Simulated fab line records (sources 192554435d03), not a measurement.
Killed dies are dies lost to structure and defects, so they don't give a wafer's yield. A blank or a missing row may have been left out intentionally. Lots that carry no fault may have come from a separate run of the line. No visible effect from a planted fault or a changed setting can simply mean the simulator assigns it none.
8D (eight disciplines) problem report, filled in by code | flow n5Finfet | the parts of the form that need people (team, actions taken, sign-off) are left out

## 1. PROBLEM STATEMENT
Mean of etchRfOnTimeS at N5_HKMG_FIN_ETCH_54: 47 s across 2 wafers in 2 lots; on wafers with no fault it is 76 s (standard deviation 3.4). That is -8.5 standard deviations from the usual mean.
The step: etches SiARC in CF4, target depth 45.5 nm, time 75.8 s.
The first sign was on wafer L664.2 at day 5 14:29, on rieDiel-04. The record has a number at this step for 16 wafers belonging to 6 lots. The rule behind "out" and "out of limits": a value lying over 4 standard deviations away from the usual mean. All remaining wafers that have a number are taken as sound.

## 2. WHAT IT IS, WHAT IT ISN'T
question                    | is               | is not
which readings at this step | etchRfOnTimeS    | drypumpMotorCurrentA, rfVppV, showerheadPlenumPTorr, throttleValvePct
which lots                  | L664, L668       | L659, L671, L678, L680
which wafers of those lots  | L664.2, L668.1   | L664.6, L668.3, L668.5
read on which tools         | rieDiel-04       | rieDiel-02, rieDiel-03
when                        | from day 5 14:29 | up to then (4 sound wafers); but 10 sound wafers of L668, L671, L678, L680 came after

## 3. THE SUSPECTS, EACH WITH WHAT RULES IT OUT
Counting: any tool at a process step up to the reading remains a suspect provided it ran every lot that is out. Sound lots after the first of them don't rule it out here, since some wafers of a struck lot are sound.
- rieDiel-04 at N5_HKMG_FIN_DESCUM_53 (chemistry O2, time 7.9 s): kept. It ran every lot that is out, first L664 (day 5 14:27).
- rieDiel-04 at N5_HKMG_FIN_ETCH_54 (etches SiARC in CF4, target depth 45.5 nm, time 75.8 s): kept. It ran every lot that is out, first L664 (day 5 14:29). Its own etchRfOnTimeS readings are out on those wafers.
What counting leaves: rieDiel-04 at N5_HKMG_FIN_DESCUM_53 and rieDiel-04 at N5_HKMG_FIN_ETCH_54.

## 4. THE CAUSE (what the simulator had put in)
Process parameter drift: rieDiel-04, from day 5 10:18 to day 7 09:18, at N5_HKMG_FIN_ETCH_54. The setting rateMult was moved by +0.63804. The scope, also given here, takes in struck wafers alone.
After counting, 2 suspects remain, this tool included.

## 5. THE CHAIN OF EFFECTS, in route order
One row per reading whose mean, taken over the struck wafers that have a number, lies over 3 standard deviations from the usual. Readings are gone through only where the record gives a usual standard deviation; hours: the median, over the lots, of the time from a lot's start at the first step in this table giving one to that lot's start at this step; sigmas: the change measured in usual standard deviations.
hours | step                | reading       | usual | on struck wafers | change | sigmas
0     | N5_HKMG_FIN_ETCH_54 | etchRfOnTimeS | 76 s  | 47               | -29    | -8.5
The process steps in it:
- N5_HKMG_FIN_ETCH_54: etches SiARC in CF4, target depth 45.5 nm, time 75.8 s.
At these later measuring or inspecting steps, every struck wafer for which the step has a row has a number for every such reading, and none has moved that far: N5_BEOL_M4_RC_MEAS_101.

## 6. HOW IT WOULD HAVE BEEN CAUGHT EARLIER
First out-of-limits reading in this record: day 5 14:29, which is 4 hours after fault onset at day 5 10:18.
